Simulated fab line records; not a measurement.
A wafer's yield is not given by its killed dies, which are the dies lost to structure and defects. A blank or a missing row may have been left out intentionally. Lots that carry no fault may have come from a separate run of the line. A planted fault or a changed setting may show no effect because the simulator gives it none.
Split-lot trial || flow n5_finfet || 21 wafers read across 7 lots, on a route 1938 steps long

== THE SPLIT ITSELF ==
At N5_FIN_CUT_EXPOSE_05 (exposes mask FIN CUT), the setting dose_mj was moved away from the recipe's 45.75 on 4 of the 21 wafers read, by -7.5% to +3.5%. All remaining wafers had this setting at the recipe value.

== FROM THE SPLIT TO THE READING: what the file shows between them, 2 steps ==
- N5_FIN_CUT_PEB_06: peb time 60 s
- N5_FIN_CUT_DEVELOP_07: develop time 30 s

== THE READING ==
cd_nm, in nm, at N5_FIN_CUT_CD_MEAS_08 (target cd 29.1 nm). Fault-free wafers of this fab line usually give 29.11 nm, standard deviation 0.21 nm.

{"wafer": "L080.4", "tool, chamber at the split": "euv_scanner-01, 0", "dose_mj as run": 45.75, "against the recipe": "recipe", "cd_nm, nm": 29.46, "against lot-mates on the recipe": "-"}
{"wafer": "L080.5", "tool, chamber at the split": "euv_scanner-01, 0", "dose_mj as run": 45.75, "against the recipe": "recipe", "cd_nm, nm": 29.07, "against lot-mates on the recipe": "-"}
{"wafer": "L080.6", "tool, chamber at the split": "euv_scanner-01, 0", "dose_mj as run": 45.75, "against the recipe": "recipe", "cd_nm, nm": 29.24, "against lot-mates on the recipe": "-"}
{"wafer": "L082.1", "tool, chamber at the split": "euv_scanner-02, 0", "dose_mj as run": 45.75, "against the recipe": "recipe", "cd_nm, nm": 29.37, "against lot-mates on the recipe": "-"}
{"wafer": "L082.3", "tool, chamber at the split": "euv_scanner-02, 0", "dose_mj as run": 45.75, "against the recipe": "recipe", "cd_nm, nm": 29.39, "against lot-mates on the recipe": "-"}
{"wafer": "L082.4", "tool, chamber at the split": "euv_scanner-02, 0", "dose_mj as run": 45.75, "against the recipe": "recipe", "cd_nm, nm": 29.12, "against lot-mates on the recipe": "-"}
{"wafer": "L083.1", "tool, chamber at the split": "euv_scanner-02, 0", "dose_mj as run": 42.43, "against the recipe": "-7.3%", "cd_nm, nm": 27.63, "against lot-mates on the recipe": -1.40}
{"wafer": "L083.3", "tool, chamber at the split": "euv_scanner-02, 0", "dose_mj as run": 45.75, "against the recipe": "recipe", "cd_nm, nm": 28.89, "against lot-mates on the recipe": "-"}
{"wafer": "L083.4", "tool, chamber at the split": "euv_scanner-02, 0", "dose_mj as run": 45.75, "against the recipe": "recipe", "cd_nm, nm": 29.17, "against lot-mates on the recipe": "-"}
{"wafer": "L085.1", "tool, chamber at the split": "euv_scanner-02, 0", "dose_mj as run": 43.35, "against the recipe": "-5.2%", "cd_nm, nm": 28.05, "against lot-mates on the recipe": -1.07}
{"wafer": "L085.2", "tool, chamber at the split": "euv_scanner-02, 0", "dose_mj as run": 45.75, "against the recipe": "recipe", "cd_nm, nm": 29.02, "against lot-mates on the recipe": "-"}
{"wafer": "L085.3", "tool, chamber at the split": "euv_scanner-02, 0", "dose_mj as run": 45.75, "against the recipe": "recipe", "cd_nm, nm": 29.21, "against lot-mates on the recipe": "-"}
{"wafer": "L087.3", "tool, chamber at the split": "euv_scanner-02, 0", "dose_mj as run": 45.75, "against the recipe": "recipe", "cd_nm, nm": 28.93, "against lot-mates on the recipe": "-"}
{"wafer": "L087.4", "tool, chamber at the split": "euv_scanner-02, 0", "dose_mj as run": 45.75, "against the recipe": "recipe", "cd_nm, nm": 28.89, "against lot-mates on the recipe": "-"}
{"wafer": "L087.6", "tool, chamber at the split": "euv_scanner-02, 0", "dose_mj as run": 42.33, "against the recipe": "-7.5%", "cd_nm, nm": 27.92, "against lot-mates on the recipe": -0.99}
{"wafer": "L092.1", "tool, chamber at the split": "euv_scanner-01, 0", "dose_mj as run": 45.75, "against the recipe": "recipe", "cd_nm, nm": 29.31, "against lot-mates on the recipe": "-"}
{"wafer": "L092.4", "tool, chamber at the split": "euv_scanner-01, 0", "dose_mj as run": 45.75, "against the recipe": "recipe", "cd_nm, nm": 29.52, "against lot-mates on the recipe": "-"}
{"wafer": "L092.5", "tool, chamber at the split": "euv_scanner-01, 0", "dose_mj as run": 47.37, "against the recipe": "+3.5%", "cd_nm, nm": 30.20, "against lot-mates on the recipe": "+0.79"}
{"wafer": "L093.1", "tool, chamber at the split": "euv_scanner-01, 0", "dose_mj as run": 45.75, "against the recipe": "recipe", "cd_nm, nm": 29.53, "against lot-mates on the recipe": "-"}
{"wafer": "L093.4", "tool, chamber at the split": "euv_scanner-01, 0", "dose_mj as run": 45.75, "against the recipe": "recipe", "cd_nm, nm": 29.20, "against lot-mates on the recipe": "-"}
{"wafer": "L093.6", "tool, chamber at the split": "euv_scanner-01, 0", "dose_mj as run": 45.75, "against the recipe": "recipe", "cd_nm, nm": 29.26, "against lot-mates on the recipe": "-"}

FIT RESULTS
A straight line over all 21 wafers: cd_nm changes by +0.209 nm for each +1% of dose_mj; r = +0.94; the points scatter about the line by 0.21 nm.
The same after taking each lot's own level away (the mean of its wafers on the recipe; 21 wafers): +0.176 nm for each +1%; r = +0.95; scatter 0.15 nm.
On that fit, the largest move of dose_mj shifts the reading by 1.3 nm.
The lots' own levels span 28.910 to 29.415 nm, that is 2.4 times the standard deviation above.
In other words, the slope is changed by the lot-to-lot level; the two fits disagree.
Check: for one of the wafers moved furthest among these (-7.5%), held out of the fit, the line's prediction against its lot-mates is -1.49 nm. It came out at -0.99 nm against them.

== ADDITIONAL SPLITS CARRIED BY THESE WAFERS ==
Other splits were also applied to these wafers ahead of the reading. Each is held against what the fit with the lots' levels taken away leaves over:
{"other split on the same wafers": "N5_ZERO_LAYER_EXPOSE_08 dose_mj", "wafers away from the commonest value": 8, "r with cd_nm (lot level and that fit taken away)": -0.28}
{"other split on the same wafers": "N5_ZERO_LAYER_DEVELOP_10 develop_time_s", "wafers away from the commonest value": 4, "r with cd_nm (lot level and that fit taken away)": -0.04}
{"other split on the same wafers": "N5_FIN_SAQP_ALD_61 ald_cycles", "wafers away from the commonest value": 7, "r with cd_nm (lot level and that fit taken away)": -0.10}
{"other split on the same wafers": "N5_FIN_SAQP_PECVD_06 time_s", "wafers away from the commonest value": 8, "r with cd_nm (lot level and that fit taken away)": -0.25}

== THE WHOLE CHAIN: every reading that the file lists as answering this split, in the file's order ==
{"step": "N5_FIN_CUT_CD_MEAS_08", "what it does": "target cd 29.1 nm", "reading": "cd_nm", "change (the file's fit)": "+0.175 nm for each +1% of the setting", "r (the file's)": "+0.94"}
{"step": "N5_FIN_CUT_ETCH_30", "what it does": "etches underlayer in N2/H2, target depth 13 nm, time 10.4 s", "reading": "FIN_CUT.cd_offset_nm (the simulator's own value, which no gauge read)", "change (the file's fit)": "+0.173 nm for each +1% of the setting", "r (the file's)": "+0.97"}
{"step": "N5_FIN_CUT_ETCH_20", "what it does": "etches SiARC in CF4, target depth 26 nm, time 43.3 s", "reading": "FIN_CUT.cd_offset_nm (the simulator's own value, which no gauge read)", "change (the file's fit)": "+0.159 nm for each +1% of the setting", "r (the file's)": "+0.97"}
{"step": "N5_FIN_CUT_ETCH_21", "what it does": "etches SOC in N2/H2, target depth 219 nm, overetch 43.8 nm, time 523.5 s", "reading": "FIN_CUT.cd_offset_nm (the simulator's own value, which no gauge read)", "change (the file's fit)": "+0.149 nm for each +1% of the setting", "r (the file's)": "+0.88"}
{"step": "N5_FIN_CUT_CUT_ETCH_28", "what it does": "etches Si in HBr/Cl2/O2, target depth 6 nm, time 2.4 s", "reading": "FIN_CUT.cd_offset_nm (the simulator's own value, which no gauge read)", "change (the file's fit)": "+0.144 nm for each +1% of the setting", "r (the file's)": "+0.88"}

== FILE'S OWN FIT ==
cd_nm changes by +0.175 nm for each +1% of dose_mj, r = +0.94.
